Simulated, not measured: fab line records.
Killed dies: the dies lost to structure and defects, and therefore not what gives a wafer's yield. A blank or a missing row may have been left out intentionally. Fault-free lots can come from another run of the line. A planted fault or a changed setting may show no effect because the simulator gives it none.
Matching of chambers	flow n5Finfet	4 sister chambers for N5_BEOL_M3_ALD_84 on aldMetal-04
The step deposits TaN, pulse time 2 s, purge time 3 s, co reactant purge time 2 s. 4 wafers are shown with their chamber, then 12 later ones without.

## EACH WAFER AND ITS CHAMBER
wafer	chamber	heaterPowerW (W)
L082.5	2	422
L087.4	1	353
L087.5	3	421
L087.6	0	414

## WAFERS MISSING THEIR CHAMBER
wafer	heaterPowerW (W)
L093.1	349
L093.3	404
L093.5	361
L090.1	419
L090.2	425
L090.4	401
L092.3	423
L092.4	424
L092.5	401
L097.1	357
L097.3	410
L097.5	410

## CHAMBER TAKEN BY EACH
wafer	from the rows above	in truth
L093.1	1	1
L093.3	can't be placed: 0 or 3 or 2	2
L093.5	1	1
L090.1	can't be placed: 3 or 2 or 0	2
L090.2	can't be placed: 2 or 3 or 0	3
L090.4	can't be placed: 0 or 3 or 2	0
L092.3	can't be placed: 2 or 3 or 0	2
L092.4	can't be placed: 2 or 3 or 0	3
L092.5	can't be placed: 0 or 3 or 2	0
L097.1	1	1
L097.3	can't be placed: 0 or 3 or 2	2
L097.5	can't be placed: 0 or 3 or 2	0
3 of 12 placed correctly. Can't be placed from these rows: 9 (the true chamber is among the candidates in 9). Number placed wrongly: 0.
How it was worked out, from the rows above alone: a wafer's distance from a chamber is the root of the sum, over the readings, of the square of ((its reading less the chamber's mean) divided by the reading's scatter). If the next closest chamber is less than 2 further off than the closest, the wafer can't be placed; otherwise it belongs to the closest. For every chamber, the mean is computed from those of its wafers that are shown. The scatter: with one shown wafer a chamber, the root of the mean of the squares of how far each hidden wafer lies from its nearest shown one.
